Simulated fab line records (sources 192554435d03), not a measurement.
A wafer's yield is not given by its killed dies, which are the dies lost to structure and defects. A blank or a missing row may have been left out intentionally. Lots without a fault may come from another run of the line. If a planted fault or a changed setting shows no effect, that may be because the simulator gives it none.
Split-lot study	flow n5-finfet	route with 1938 steps; 7 lots, 21 wafers read

== ON THE SPLIT ==
At N5_MOL_CONTACT_COAG_VIA_ETCH_46 (etches SiO2 in C4F6/O2, target depth 46 nm, overetch 9.2 nm, time 40 s), the setting bias-w was moved away from the recipe's 455 W on 9 of the 21 wafers read, by -4.7% to +13.6%. For the rest of the wafers, this setting stayed at what the recipe calls for.

Reading taken at the split's own step.

== THE READING ==
rf-vpp-V, in V, at N5_MOL_CONTACT_COAG_VIA_ETCH_46 (etches SiO2 in C4F6/O2, target depth 46 nm, overetch 9.2 nm, time 40 s). A value of 1575 V with a standard deviation of 28 V is what fault-free wafers of this fab line usually give.

wafer	tool, chamber at the split	bias-w as run, W	against the recipe	rf-vpp-V, V	against lot-mates on the recipe
L076.2	rie-diel-04, 0	489.2	+7.5%	1660	no lot-mate on the recipe
L076.5	rie-diel-04, 2	489.2	+7.5%	1639	no lot-mate on the recipe
L076.6	rie-diel-04, 1	489.2	+7.5%	1640	no lot-mate on the recipe
L080.1	rie-diel-03, 1	516.8	+13.6%	1687	+66
L080.3	rie-diel-03, 2	455	recipe	1621	-
L080.6	rie-diel-03, 0	516.8	+13.6%	1731	+110
L079.1	rie-diel-04, 2	455	recipe	1552	-
L079.2	rie-diel-04, 1	433.5	-4.7%	1499	-53
L079.3	rie-diel-04, 0	433.5	-4.7%	1518	-34
L083.4	rie-diel-04, 3	455	recipe	1567	-
L083.5	rie-diel-04, 2	455	recipe	1552	-
L083.6	rie-diel-04, 1	455	recipe	1557	-
L086.2	rie-diel-06, 2	455	recipe	1554	-
L086.3	rie-diel-06, 1	455	recipe	1604	-
L086.4	rie-diel-06, 0	455	recipe	1600	-
L091.1	rie-diel-04, 2	509.6	+12.0%	1688	+115
L091.2	rie-diel-04, 3	509.6	+12.0%	1705	+132
L091.3	rie-diel-04, 0	455	recipe	1573	-
L092.3	rie-diel-04, 1	455	recipe	1554	-
L092.4	rie-diel-04, 0	455	recipe	1573	-
L092.5	rie-diel-04, 0	455	recipe	1572	-

FIT RESULTS
A straight line over all 21 wafers: rf-vpp-V changes by +10.4 V for each +1% of bias-w; r = +0.95; the points scatter about the line by 20 V.
The same after taking each lot's own level away (the mean of its wafers on the recipe; 18 wafers): +8.24 V for each +1%; r = +0.94; scatter 19 V.
Per that fit: largest bias-w move, reading shift of 1.1e+02 V.
The lots' own levels span 1552.0 to 1621.0 V, that is 2.5 times the standard deviation above.
Thus the slope moves with the lot-to-lot level: the two fits are different.
Check: for one of the wafers moved furthest among these (+13.6%), held out of the fit, the line's prediction against its lot-mates is +128 V. It came out at +66 V against them.
Tool readings at the split's step, against how far the setting was moved: rf-vpp-V r = +0.95.

== OTHER SPLITS ON THESE WAFERS ==
Note: prior to the reading, these wafers also went through further splits. Each is held against what the fit with the lots' levels taken away leaves over:
other split on the same wafers	wafers away from the commonest value	r with rf-vpp-V (lot level and that fit taken away)
N5_SD_EPI_P_COAT_03 spin-rpm	8	+0.10
N5_SDB_COAT_03 spin-rpm	6	+0.49
N5_GATE_CUT_ETCH_56 icp-w	5	+0.20
N5_GATE_CUT_ALD_22 ald-cycles	8	+0.21

== THE FILE'S OWN FIT ==
rf-vpp-V changes by +8.24 V for each +1% of bias-w, r = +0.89.
